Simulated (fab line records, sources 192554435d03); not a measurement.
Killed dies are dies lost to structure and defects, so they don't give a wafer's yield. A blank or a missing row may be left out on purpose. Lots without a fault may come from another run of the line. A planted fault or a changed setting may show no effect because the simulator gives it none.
One fault seen from 2 desks | flow n5_finfet | each desk has only its own numbers; what lay behind them comes last

THE DEFECT DESK
What the inspections along the route counted, lot by lot: means of the sampled wafers that have a number. A lot is out of limits, marked OUT, if its mean lies more than 4 standard deviations from the usual mean; the brackets give that distance.
Columns: A = raw_defect_count at N5_SD_EPI_N_INSPECT_26, usual 196; B = raw_defect_count at N5_SD_EPI_P_INSPECT_26, usual 173
lot  | first seen here | A   | B
L896 | day 3 06:22     | 203 | 169
L898 | day 3 19:14     | 153 | 161
L899 | day 3 23:21     | 175 | 167
L900 | day 4 04:28     | 186 | 161
L901 | day 4 13:14     | 203 | 549 (+9.6) OUT
L904 | day 5 06:47     | 231 | 534 (+9.3) OUT
L908 | day 6 05:47     | 197 | 149
L911 | day 7 01:26     | 191 | 143
L912 | day 7 05:49     | 183 | 176
L918 | day 8 19:59     | 201 | 166
This desk's finding: out of limits on L901, L904; first on L901, day 4 17:19 (raw_defect_count at N5_SD_EPI_P_INSPECT_26). In limits: L896, L898, L899, L900, L908, L911, L912, L918.

THE TOOL OWNER'S DESK: rie_diel-06
The tool's own readings at N5_SD_EPI_P_ETCH_47 (etches SiOCN in CH3F/O2, target depth 25 nm): means of the sampled wafers that have a number, for each lot that ran on this tool. A lot is out of limits, marked OUT, if its mean lies more than 4 standard deviations from the usual mean; the brackets give that distance. Of its 8 readings 7 are shown: those that lie furthest out on some lot.
Columns: A = CH3F_flow_sccm at N5_SD_EPI_P_ETCH_47, usual 29.99 sccm; B = drypump_motor_current_A at N5_SD_EPI_P_ETCH_47, usual 5.8 A; C = oes_ar_750_au at N5_SD_EPI_P_ETCH_47, usual 0.80 a.u.; D = oes_product_au at N5_SD_EPI_P_ETCH_47, usual 0.80 a.u.; E = rf_vpp_V at N5_SD_EPI_P_ETCH_47, usual 127.7 V; F = showerhead_plenum_p_Torr at N5_SD_EPI_P_ETCH_47, usual 2.01 Torr; G = throttle_valve_pct at N5_SD_EPI_P_ETCH_47, usual 16.17 %
lot  | first seen here | A     | B   | C    | D    | E     | F    | G
L896 | day 3 07:14     | 30.03 | 6.1 | 0.77 | 0.76 | 126.7 | 1.98 | 16.24
L898 | day 3 20:14     | 30.06 | 6.0 | 0.76 | 0.77 | 126.9 | 1.97 | 16.27
L900 | day 4 05:28     | 29.94 | 6.1 | 0.75 | 0.75 | 127.6 | 1.97 | 16.40
L901 | day 4 14:07     | 30.01 | 6.2 | 0.76 | 0.75 | 126.6 | 1.97 | 16.37
L904 | day 5 07:48     | 30.00 | 5.7 | 0.78 | 0.80 | 128.2 | 1.95 | 16.30
L918 | day 8 20:52     | 29.99 | 6.2 | 0.74 | 0.73 | 126.2 | 1.96 | 16.41
This desk's finding: nothing out of limits on any of the 6 lots.

PUT TOGETHER
The defect desk could have raised an alarm at day 4 17:19, on L901, L904.
The tool owner's desk saw nothing out of limits.
The tool owner's desk has L901, L904 on record, within its limits.
Of the lots named, all ran N5_SD_EPI_P_ETCH_47 on rie_diel-06.

WHAT THE SIMULATOR HAD PUT IN
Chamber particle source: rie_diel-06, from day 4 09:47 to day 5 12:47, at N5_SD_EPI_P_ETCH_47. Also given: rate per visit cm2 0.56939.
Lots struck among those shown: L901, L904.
Hours from the fault's start to each desk's first reading out of limits: the defect desk, 8.
